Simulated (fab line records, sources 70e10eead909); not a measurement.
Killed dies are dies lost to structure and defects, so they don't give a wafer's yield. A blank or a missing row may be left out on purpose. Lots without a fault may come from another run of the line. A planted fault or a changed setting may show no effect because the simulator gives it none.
Chamber matching | flow nand_harc | NHARC_P_BONDPAD_ETCH_24 on rie_diel-11: 4 sister chambers
The step etches the open film in CF4/N2, target depth 30 nm, time 72.99 s. 16 wafers are shown with their chamber, then 8 later ones without.

WAFERS WITH THEIR CHAMBER
wafer  | chamber | showerhead_plenum_p_Torr (Torr) | drypump_motor_current_A (A) | rf_vpp_V (V)
L746.1 | 0       | 2.79                            | 5.7                         | 317.2
L746.2 | 2       | 2.53                            | 5.5                         | 312.0
L746.4 | 3       | 2.49                            | 5.7                         | 311.8
L747.4 | 1       | 2.78                            | 4.8                         | 316.6
L747.5 | 2       | 2.53                            | 5.4                         | 313.0
L747.6 | 3       | 2.49                            | 5.8                         | 313.6
L750.3 | 3       | 2.49                            | 5.7                         | 311.1
L750.5 | 0       | 2.79                            | 5.7                         | 318.6
L750.6 | 1       | 2.78                            | 4.8                         | 316.4
L755.3 | 2       | 2.53                            | 5.4                         | 310.5
L755.4 | 1       | 2.78                            | 4.8                         | 316.5
L755.5 | 1       | 2.78                            | 4.8                         | 318.1
L757.3 | 1       | 2.78                            | 4.8                         | 316.7
L757.5 | 2       | 2.53                            | 5.4                         | 312.7
L757.6 | 3       | 2.48                            | 5.7                         | 312.1
L758.1 | 1       | 2.78                            | 4.8                         | 317.5

SIGNATURES (means of the wafers above)
reading                  | chamber 0 | chamber 1 | chamber 2 | chamber 3 | scatter within a chamber
showerhead_plenum_p_Torr | 2.7900    | 2.7800    | 2.5300    | 2.4875    | 0.0025
drypump_motor_current_A  | 5.700     | 4.800     | 5.425     | 5.725     | 0.0354
rf_vpp_V                 | 317.900   | 316.967   | 312.050   | 312.150   | 0.929
Rule: a wafer's distance from a chamber is the root of the sum, over the readings, of the square of ((its reading less the chamber's mean) divided by the reading's scatter). The wafer belongs to the nearest chamber; if the next one is less than 2 further off, it can't be placed. The scatter: the root of (the sum of the squares of (reading less its chamber's mean) over the shown wafers, divided by (wafers less chambers)).

WAFERS WITHOUT THEIR CHAMBER
wafer  | showerhead_plenum_p_Torr (Torr) | drypump_motor_current_A (A) | rf_vpp_V (V)
L758.2 | 2.53                            | 5.4                         | 312.5
L758.6 | 2.78                            | 4.8                         | 316.8
L768.1 | 2.48                            | 5.8                         | 312.8
L768.2 | 2.77                            | 4.8                         | 316.6
L768.6 | 2.48                            | 5.8                         | 310.9
L769.3 | 2.78                            | 5.7                         | 317.6
L769.4 | 2.48                            | 5.7                         | 311.1
L769.5 | 2.78                            | 5.7                         | 316.1

WHICH CHAMBER EACH WENT THROUGH
wafer  | from the rows above | in truth
L758.2 | 2                   | 2
L758.6 | 1                   | 1
L768.1 | 3                   | 3
L768.2 | 1                   | 1
L768.6 | 3                   | 3
L769.3 | 0                   | 0
L769.4 | 3                   | 3
L769.5 | 0                   | 0
Placed correctly: 8 of 8. Can't be placed from these rows: 0. Placed wrongly: 0.
